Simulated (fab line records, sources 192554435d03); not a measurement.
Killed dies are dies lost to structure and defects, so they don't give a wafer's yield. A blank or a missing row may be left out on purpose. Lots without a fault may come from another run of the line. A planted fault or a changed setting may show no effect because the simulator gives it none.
Which tool did it? | flow n5_finfet | 10 lots, 30 wafers sampled, at 4 steps of a route of 1938

WHAT THE GAUGES READ, wafer by wafer
N5_BEOL_M7_CD_MEAS_28: target cd 40 nm.
lot  | measured     | on        | cd_nm (nm)
L539 | day 10 13:47 | cd_sem-01 | 39.56 39.43 40.27
L541 | day 11 03:11 | cd_sem-01 | 39.92 39.91 39.57
L547 | day 11 15:46 | cd_sem-01 | 40.17 40.79 40.07
L543 | day 11 18:46 | cd_sem-02 | 39.48 40.40 39.53
L545 | day 12 00:10 | cd_sem-03 | 40.09 39.74 40.06
L544 | day 12 05:21 | cd_sem-02 | 40.00 39.84 39.83
L546 | day 12 14:46 | cd_sem-01 | 39.82 40.01 39.73
L555 | day 14 12:24 | cd_sem-01 | 38.40 39.75 40.02
L558 | day 14 21:48 | cd_sem-02 | 40.02 39.82 39.99
L559 | day 15 01:48 | cd_sem-03 | 40.10 39.93 39.86

N5_BEOL_M7_OVL_MEAS_29.
lot  | measured     | on         | V6_OVL (nm)
L539 | day 10 13:50 | overlay-02 | -1.6 0.0 -0.4
L541 | day 11 03:13 | overlay-02 | -1.1 -1.0 -0.8
L547 | day 11 15:47 | overlay-01 | 0.8 1.2 0.2
L543 | day 11 18:47 | overlay-02 | -0.4 0.3 0.2
L545 | day 12 00:12 | overlay-02 | -1.1 0.4 -0.6
L544 | day 12 05:23 | overlay-01 | 0.7 -0.7 0.5
L546 | day 12 14:49 | overlay-02 | 0.6 0.5 -0.1
L555 | day 14 12:26 | overlay-02 | -1.4 -1.0 -0.1
L558 | day 14 21:50 | overlay-02 | -0.2 -0.7 0.2
L559 | day 15 01:50 | overlay-01 | 0.6 0.9 0.5

WHICH TOOL RAN EACH LOT (tool, then ch and the chambers of the sampled wafers, then the start)
lot  | N5_BEOL_M7_ETCH_62                 | N5_BEOL_M7_EXPOSE_25
L539 | rie_diel-05 ch 0,1, day 10 12:14   | euv_scanner-02 ch 0, day 10 13:40
L541 | rie_diel-04 ch 1,2, day 10 22:26   | euv_scanner-01 ch 0, day 11 03:03
L547 | rie_diel-05 ch 2,3, day 11 14:25   | euv_scanner-02 ch 0, day 11 15:38
L543 | rie_diel-05 ch 2,3, day 11 17:15   | euv_scanner-02 ch 0, day 11 18:38
L545 | rie_diel-04 ch 0,1,3, day 11 20:12 | euv_scanner-01 ch 0, day 12 00:02
L544 | rie_diel-04 ch 1,2, day 12 01:09   | euv_scanner-02 ch 0, day 12 05:13
L546 | rie_diel-05 ch 0,1, day 12 11:28   | euv_scanner-02 ch 0, day 12 14:39
L555 | rie_diel-05 ch 0,3, day 14 10:38   | euv_scanner-02 ch 0, day 14 12:16
L558 | rie_diel-04 ch 1,2,3, day 14 20:05 | euv_scanner-01 ch 0, day 14 21:40
L559 | rie_diel-04 ch 2,3, day 15 00:41   | euv_scanner-01 ch 0, day 15 01:41
- N5_BEOL_M7_ETCH_62: etches SOC in N2/H2, target depth 110 nm, overetch 22 nm, time 165 s.
- N5_BEOL_M7_EXPOSE_25: exposes mask V6, target cd 40 nm.

WHAT THE TOOLS THEMSELVES READ (means of the sampled wafers that have a number; where no wafer has one, the mark that the record gives instead)
N5_BEOL_M7_ETCH_62.
lot  | tool        | drypump_motor_current_A (A) | h2_flow_sccm (sccm) | n2_flow_sccm (sccm) | oes_product_au (a.u.) | rf_vpp_V (V) | showerhead_plenum_p_Torr (Torr) | throttle_valve_pct (%)
L539 | rie_diel-05 | 5.8                         | 199.9               | 200.2               | 0.58                  | 522.0        | 2.51                            | 18.02
L541 | rie_diel-04 | 5.9                         | 200.2               | 199.9               | 0.64                  | 523.5        | 2.56                            | 17.95
L547 | rie_diel-05 | 5.5                         | 200.1               | 199.8               | 0.72                  | 522.3        | 2.50                            | 17.80
L543 | rie_diel-05 | 5.5                         | 200.5               | 200.0               | 0.72                  | 522.8        | 2.50                            | 17.79
L545 | rie_diel-04 | 6.1                         | 199.9               | 200.3               | 0.68                  | 524.6        | 2.55                            | 17.90
L544 | rie_diel-04 | 6.2                         | 200.7               | 200.4               | 0.63                  | 521.4        | 2.49                            | 18.02
L546 | rie_diel-05 | 5.8                         | 199.5               | 199.6               | 0.57                  | 522.8        | 2.51                            | 18.06
L555 | rie_diel-05 | 5.5                         | 200.4               | 199.9               | 0.58                  | 522.7        | 2.50                            | 18.24
L558 | rie_diel-04 | 5.9                         | 200.2               | 199.3               | 0.66                  | 525.7        | 2.58                            | 17.95
L559 | rie_diel-04 | 5.6                         | 199.6               | 200.3               | 0.71                  | 527.8        | 2.67                            | 17.82

THE ANSWER, worked out from the rows above alone
Rule: what is usual is taken from the lots themselves. Put in order of their means at a reading, lots are off if they are a third of the lots or fewer, leave a main group of 4 or more, and stand apart from it by a gap of 3 or more times the standard deviation of the main group's means; of several such gaps the widest counts. A main group whose means are all the same, to the digits that the tables above print for the reading, isn't used. A lot without any number at a reading at which 4 lots or more have one is off too. The other lots that the step has rows for count as sound. The gauges are gone through in route order, then the tools' own readings, and for those a lot's mean is taken as printed above. The first step at which some lot is off is used, and at that step the reading that is off furthest; a lot without a number counts as furthest.
No lot is off at any reading shown: from this, nothing can be told.

WHAT THE SIMULATOR HAD PUT IN
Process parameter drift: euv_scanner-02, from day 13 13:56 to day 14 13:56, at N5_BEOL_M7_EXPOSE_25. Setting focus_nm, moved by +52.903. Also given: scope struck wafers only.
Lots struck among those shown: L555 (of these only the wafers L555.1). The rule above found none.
